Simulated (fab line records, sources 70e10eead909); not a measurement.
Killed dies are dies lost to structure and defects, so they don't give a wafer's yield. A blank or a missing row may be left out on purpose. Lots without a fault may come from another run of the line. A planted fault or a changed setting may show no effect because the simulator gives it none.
Which tool did it? | flow nand_harc | 24 lots, 72 wafers sampled, at 6 steps of a route of 1302

WHAT THE GAUGES READ, wafer by wafer
NHARC_P_M2_OVL_MEAS_10: pitch 340 nm. Usual: overlay_x_nm 0.3 nm, standard deviation 1; overlay_y_nm 0.1 nm, standard deviation 1.
lot  | measured     | on         | overlay_x_nm (nm) | overlay_y_nm (nm) | flag
L074 | day 6 10:52  | overlay-02 | -0.6 -1.1 -1.0    | -2.7 -2.5 -2.7    |
L075 | day 6 17:31  | overlay-02 | -1.7 -1.9 -2.2    | 1.0 0.8 1.0       |
L076 | day 7 02:40  | overlay-02 | 0.2 0.9 0.8       | -0.5 0.1 -0.1     |
L077 | day 7 16:29  | overlay-01 | 0.2 0.2 0.8       | 0.0 -0.3 0.2      |
L078 | day 8 00:05  | overlay-02 | 0.1 -0.3 0.2      | -0.4 -0.6 -0.5    |
L079 | day 8 14:58  | overlay-01 | -0.1 0.2 0.6      | -0.6 -1.6 -1.2    |
L080 | day 9 02:23  | overlay-02 | 1.5 0.8 0.4       | -0.2 -0.7 -0.4    |
L081 | day 9 06:06  | overlay-01 | 2.4 2.1 1.9       | 1.3 2.1 2.1       |
L082 | day 10 04:32 | overlay-01 | -1.1 -0.9 -1.4    | 1.2 1.0 1.7       |
L083 | day 10 08:35 | overlay-02 | -0.4 -0.7 -0.8    | 1.3 1.3 1.2       |
L084 | day 10 16:49 | overlay-02 | 0.4 1.1 0.3       | -0.2 -0.1 0.0     |
L085 | day 10 21:01 | overlay-01 | 0.0 0.0 -0.6      | 0.6 0.9 0.8       |
L086 | day 11 05:59 | overlay-02 | 1.0 0.9 0.9       | 2.1 1.8 1.4       |
L087 | day 12 10:22 | overlay-02 | -0.3 -0.8 -0.4    | -0.8 -0.7 -0.7    |
L089 | day 12 10:42 | overlay-01 | 0.6 0.5 0.3       | -0.2 -0.5 0.0     |
L088 | day 12 11:15 | overlay-02 | 1.8 1.9 2.1       | -0.6 -1.2 -0.7    |
L090 | day 13 02:04 | overlay-02 | 0.2 -0.2 0.3      | 0.7 0.7 0.5       |
L091 | day 13 12:17 | overlay-02 | 0.1 0.1 -0.1      | -0.3 0.1 -0.2     |
L092 | day 14 06:49 | overlay-02 | 0.6 0.0 0.7       | -0.1 -0.1 -0.5    |
L093 | day 14 10:26 | overlay-02 | 2.4 1.9 1.5       | 0.8 1.1 1.0       |
L094 | day 14 16:17 | overlay-01 | -0.8 -0.3 -0.7    | 0.2 0.6 0.9       |
L095 | day 15 09:47 | overlay-02 | 1.4 1.4 1.3       | 0.1 -0.2 -0.7     |
L096 | day 15 10:41 | overlay-02 | 1.4 1.6 1.7       | -0.9 -0.6 0.1     |
L097 | day 16 01:59 | overlay-01 | 0.5 0.9 1.5       | -0.2 -0.3 0.0     |

NHARC_P_M2_INSPECT_11. Usual: raw_defect_count 5, standard deviation 3.4.
lot  | measured     | on                | raw_defect_count | flag
L074 | day 6 10:54  | defect_inspect-01 | 8 9 3            |
L075 | day 6 17:33  | defect_inspect-01 | 10 5 2           |
L076 | day 7 02:42  | defect_inspect-01 | 6 8 11           |
L077 | day 7 16:31  | defect_inspect-02 | 6 5 6            |
L078 | day 8 00:07  | defect_inspect-02 | 4 5 9            |
L079 | day 8 15:01  | defect_inspect-02 | 1 7 3            |
L080 | day 9 02:26  | defect_inspect-01 | 5 6 0            |
L081 | day 9 06:08  | defect_inspect-01 | 7 7 9            |
L082 | day 10 04:35 | defect_inspect-02 | 4 6 4            |
L083 | day 10 08:37 | defect_inspect-01 | 2 4 5            |
L084 | day 10 16:52 | defect_inspect-02 | 2 3 2            |
L085 | day 10 21:04 | defect_inspect-02 | 2 1 2            |
L086 | day 11 06:02 | defect_inspect-01 | 2 0 3            |
L087 | day 12 10:24 | defect_inspect-02 | 6 7 10           |
L089 | day 12 10:44 | defect_inspect-01 | 2 1 0            |
L088 | day 12 11:17 | defect_inspect-01 | 3 0 4            |
L090 | day 13 02:07 | defect_inspect-01 | 14 14 8          |
L091 | day 13 12:20 | defect_inspect-01 | 3 4 1            |
L092 | day 14 06:52 | defect_inspect-02 | 9 10 11          |
L093 | day 14 10:28 | defect_inspect-02 | 4 6 4            |
L094 | day 14 16:19 | defect_inspect-01 | 4 7 6            |
L095 | day 15 09:50 | defect_inspect-02 | 3 7 8            |
L096 | day 15 10:44 | defect_inspect-02 | 4 3 4            |
L097 | day 16 02:01 | defect_inspect-02 | 4 2 4            |

NHARC_P_M2_CD_MEAS_16. Usual: cd_nm 170.1 nm, standard deviation 0.89.
lot  | measured     | on        | cd_nm (nm)        | flag
L074 | day 6 11:16  | cd_sem-03 | 169.2 170.9 170.2 |
L075 | day 6 17:55  | cd_sem-03 | 169.3 170.3 170.7 |
L076 | day 7 03:04  | cd_sem-02 | 169.4 170.7 170.0 |
L077 | day 7 16:53  | cd_sem-03 | 171.2 171.3 171.6 |
L078 | day 8 00:29  | cd_sem-02 | 169.8 169.2 171.2 |
L079 | day 8 15:23  | cd_sem-02 | 171.0 170.8 170.5 |
L080 | day 9 02:49  | cd_sem-02 | 171.6 171.4 171.5 |
L081 | day 9 06:30  | cd_sem-03 | 170.4 171.1 170.9 |
L082 | day 10 05:07 | cd_sem-01 | 171.3 169.5 170.2 |
L083 | day 10 08:59 | cd_sem-03 | 169.7 169.4 169.4 |
L084 | day 10 17:13 | cd_sem-03 | 169.5 169.6 170.5 |
L085 | day 10 21:26 | cd_sem-02 | 169.7 168.1 169.2 |
L086 | day 11 06:24 | cd_sem-01 | 170.8 170.9 171.1 |
L087 | day 12 10:46 | cd_sem-01 | 170.2 170.4 170.6 |
L089 | day 12 11:06 | cd_sem-02 | 170.9 171.4 169.3 |
L088 | day 12 11:39 | cd_sem-01 | 168.6 168.9 169.1 |
L090 | day 13 02:29 | cd_sem-01 | 169.8 168.4 169.3 |
L091 | day 13 12:44 | cd_sem-02 | 169.3 170.6 169.0 |
L092 | day 14 07:14 | cd_sem-02 | 169.4 171.0 171.3 |
L093 | day 14 10:50 | cd_sem-01 | 170.1 171.0 171.1 |
L094 | day 14 16:41 | cd_sem-03 | 170.7 168.4 167.9 |
L095 | day 15 10:12 | cd_sem-01 | 169.2 170.1 168.3 |
L096 | day 15 11:08 | cd_sem-02 | 170.3 169.1 169.2 |
L097 | day 16 02:23 | cd_sem-01 | 169.9 170.0 170.2 |

NHARC_P_BONDPAD_THK_MEAS_33: measures by ellipsometry. Usual: thk_nm 200.2 nm, standard deviation 1.3.
lot  | measured     | on            | thk_nm (nm)       | flag
L074 | day 6 14:46  | film_metro-02 | 199.0 201.3 201.2 |
L075 | day 6 21:26  | film_metro-02 | 201.6 199.6 200.6 |
L076 | day 7 06:34  | film_metro-02 | 200.1 198.9 200.4 |
L077 | day 7 20:23  | film_metro-02 | 201.1 201.6 201.5 |
L078 | day 8 03:59  | film_metro-02 | 198.6 198.7 199.1 |
L079 | day 8 19:03  | film_metro-02 | 200.0 199.7 201.7 |
L080 | day 9 06:29  | film_metro-01 | 199.3 200.7 200.2 |
L081 | day 9 10:08  | film_metro-01 | 201.1 200.3 198.3 |
L082 | day 10 09:05 | film_metro-01 | 202.6 200.0 201.0 |
L083 | day 10 12:27 | film_metro-01 | 200.5 202.2 201.6 |
L084 | day 10 20:41 | film_metro-02 | 200.0 198.1 201.7 |
L085 | day 11 00:55 | film_metro-01 | 199.7 198.5 200.4 |
L086 | day 11 10:22 | film_metro-01 | 201.3 200.7 199.3 |
L087 | day 12 14:37 | film_metro-02 | 199.2 199.2 198.9 |
L089 | day 12 14:53 | film_metro-02 | 201.2 200.7 202.4 |
L088 | day 12 15:48 | film_metro-02 | 198.5 200.9 198.9 |
L090 | day 13 06:02 | film_metro-02 | 199.4 201.3 199.9 |
L091 | day 13 16:20 | film_metro-02 | 201.8 202.6 202.0 |
L092 | day 14 10:46 | film_metro-01 | 202.5 199.8 198.7 |
L093 | day 14 14:24 | film_metro-02 | 202.1 199.2 201.1 |
L094 | day 14 20:21 | film_metro-01 | 203.0 200.6 198.9 |
L095 | day 15 13:41 | film_metro-02 | 200.8 200.0 200.3 |
L096 | day 15 14:46 | film_metro-02 | 201.4 201.2 202.0 |
L097 | day 16 05:56 | film_metro-02 | 201.4 200.9 200.4 |

NHARC_P_BONDPAD_CD_MEAS_13. Usual: cd_nm 499.4 nm, standard deviation 2.2.
lot  | measured     | on        | cd_nm (nm)        | flag
L074 | day 6 15:47  | cd_sem-03 | 497.4 497.2 499.7 |
L075 | day 6 22:34  | cd_sem-01 | 500.2 496.9 500.1 |
L076 | day 7 07:40  | cd_sem-03 | 497.8 496.4 494.7 |
L077 | day 7 21:21  | cd_sem-01 | 494.9 495.7 496.4 |
L078 | day 8 05:05  | cd_sem-02 | 503.0 502.8 499.8 |
L079 | day 8 20:08  | cd_sem-03 | 500.6 503.7 500.8 |
L080 | day 9 07:26  | cd_sem-03 | 498.1 498.0 496.9 |
L081 | day 9 11:06  | cd_sem-02 | 499.5 496.4 497.4 |
L082 | day 10 10:11 | cd_sem-02 | 498.1 499.5 500.4 |
L083 | day 10 13:33 | cd_sem-02 | 500.1 502.4 501.2 |
L084 | day 10 21:46 | cd_sem-02 | 497.0 497.5 497.8 |
L085 | day 11 02:00 | cd_sem-01 | 501.6 501.4 501.0 |
L086 | day 11 11:28 | cd_sem-02 | 496.6 500.8 498.7 |
L087 | day 12 15:43 | cd_sem-01 | 499.4 499.4 500.7 |
L089 | day 12 15:59 | cd_sem-02 | 499.8 499.1 500.1 |
L088 | day 12 16:53 | cd_sem-03 | 502.0 499.6 503.6 |
L090 | day 13 07:09 | cd_sem-03 | 502.0 500.6 500.4 |
L091 | day 13 17:26 | cd_sem-01 | 495.7 497.2 498.5 |
L092 | day 14 11:43 | cd_sem-01 | 501.4 499.7 499.5 |
L093 | day 14 15:30 | cd_sem-03 | 499.6 501.2 501.5 |
L094 | day 14 21:26 | cd_sem-02 | 501.6 503.5 501.7 |
L095 | day 15 14:46 | cd_sem-02 | 499.9 496.9 502.6 |
L096 | day 15 15:52 | cd_sem-02 | 500.1 499.4 498.7 |
L097 | day 16 06:55 | cd_sem-03 | 498.2 496.6 495.7 |

WHICH TOOL RAN EACH LOT (tool, then ch and the chambers of the sampled wafers, then the start)
lot  | NHARC_P_BONDPAD_DESCUM_11
L074 | rie_diel-10 ch 1,2, day 6 15:26
L075 | rie_diel-11 ch 1,3, day 6 22:14
L076 | rie_diel-12 ch 0,1,3, day 7 07:22
L077 | rie_diel-10 ch 0,1,2, day 7 21:02
L078 | rie_diel-11 ch 0,2,3, day 8 04:47
L079 | rie_diel-11 ch 0,3, day 8 19:49
L080 | rie_diel-11 ch 1,2,3, day 9 07:08
L081 | rie_diel-11 ch 0,2,3, day 9 10:48
L082 | rie_diel-10 ch 0,1,3, day 10 09:53
L083 | rie_diel-11 ch 1,2, day 10 13:14
L084 | rie_diel-12 ch 0,1, day 10 21:28
L085 | rie_diel-12 ch 0,2,3, day 11 01:42
L086 | rie_diel-12 ch 1,2, day 11 11:09
L087 | rie_diel-11 ch 2,3, day 12 15:23
L089 | rie_diel-12 ch 1,2, day 12 15:40
L088 | rie_diel-11 ch 0,2,3, day 12 16:35
L090 | rie_diel-11 ch 2,3, day 13 06:50
L091 | rie_diel-11 ch 1,3, day 13 17:07
L092 | rie_diel-12 ch 2,3, day 14 11:25
L093 | rie_diel-10 ch 0,2,3, day 14 15:11
L094 | rie_diel-12 ch 0,1, day 14 21:07
L095 | rie_diel-10 ch 2,3, day 15 14:28
L096 | rie_diel-10 ch 1,2,3, day 15 15:34
L097 | rie_diel-11 ch 0,2,3, day 16 06:35
- NHARC_P_BONDPAD_DESCUM_11: chemistry O2, time 3 s.

WHAT THE TOOLS THEMSELVES READ (means of the sampled wafers that have a number; where no wafer has one, the mark that the record gives instead)
NHARC_P_BONDPAD_DESCUM_11. Usual: drypump_motor_current_A 5.6 A, standard deviation 0.46; oes_product_au 1.000 a.u., standard deviation 0.0085; rf_vpp_V 58.0 V, standard deviation 0.94; showerhead_plenum_p_Torr 1.95 Torr, standard deviation 0.081; throttle_valve_pct 11.311 %, standard deviation 0.0094.
lot  | tool        | drypump_motor_current_A (A) | oes_product_au (a.u.) | rf_vpp_V (V) | showerhead_plenum_p_Torr (Torr) | throttle_valve_pct (%) | flag
L074 | rie_diel-10 | 5.9                         | 1.002                 | 56.8         | 1.84                            | 11.311                 |
L075 | rie_diel-11 | 5.0                         | 0.993                 | 59.2         | 1.95                            | 11.307                 |
L076 | rie_diel-12 | 5.5                         | 0.989                 | 57.8         | 1.94                            | 11.316                 |
L077 | rie_diel-10 | 6.0                         | 1.000                 | 58.2         | 1.88                            | 11.316                 |
L078 | rie_diel-11 | 5.7                         | 1.000                 | 58.4         | 2.02                            | 11.322                 |
L079 | rie_diel-11 | 5.6                         | 1.003                 | 58.8         | 2.00                            | 11.308                 |
L080 | rie_diel-11 | 5.5                         | 0.998                 | 58.3         | 2.00                            | 11.313                 |
L081 | rie_diel-11 | 5.7                         | 1.001                 | 58.2         | 2.02                            | 11.305                 |
L082 | rie_diel-10 | 6.1                         | 1.003                 | 58.6         | 1.95                            | 11.318                 |
L083 | rie_diel-11 | 5.6                         | 1.000                 | 58.5         | 1.99                            | 11.307                 |
L084 | rie_diel-12 | 5.5                         | 0.989                 | 57.7         | 1.91                            | 11.305                 |
L085 | rie_diel-12 | 5.4                         | 0.997                 | 57.8         | 1.92                            | 11.309                 |
L086 | rie_diel-12 | 5.3                         | 1.002                 | 58.0         | 1.89                            | 11.318                 |
L087 | rie_diel-11 | 5.9                         | 1.010                 | 58.0         | 2.04                            | 11.316                 |
L089 | rie_diel-12 | 5.4                         | 0.997                 | 56.7         | 1.91                            | 11.309                 |
L088 | rie_diel-11 | 5.8                         | 1.009                 | 58.8         | 2.02                            | 11.314                 |
L090 | rie_diel-11 | 6.0                         | 1.004                 | 58.3         | 2.04                            | 11.306                 |
L091 | rie_diel-11 | 5.4                         | 1.007                 | 57.9         | 2.00                            | 11.307                 |
L092 | rie_diel-12 | 5.3                         | 1.005                 | 57.8         | 1.92                            | 11.315                 |
L093 | rie_diel-10 | 6.0                         | 1.001                 | 57.1         | 1.93                            | 11.312                 |
L094 | rie_diel-12 | 5.5                         | 0.991                 | 57.7         | 1.91                            | 11.304                 |
L095 | rie_diel-10 | 5.8                         | 1.014                 | 57.9         | 1.94                            | 11.302                 |
L096 | rie_diel-10 | 5.9                         | 1.000                 | 58.2         | 1.89                            | 11.305                 |
L097 | rie_diel-11 | 5.8                         | 1.007                 | 58.6         | 2.02                            | 11.309                 |

THE ANSWER, worked out from the rows above alone
Rule: a lot is off if the mean of its wafers that have a number lies more than 3 standard deviations from the usual mean. A lot without any number at a reading at which 4 lots or more have one is off too. The other lots that the step has rows for count as sound. The gauges are gone through in route order, then the tools' own readings, and for those a lot's mean is taken as printed above. The first step at which some lot is off is used, and at that step the reading that is off furthest; a lot without a number counts as furthest.
No lot is off at any reading shown: from this, nothing can be told.

WHAT THE SIMULATOR HAD PUT IN
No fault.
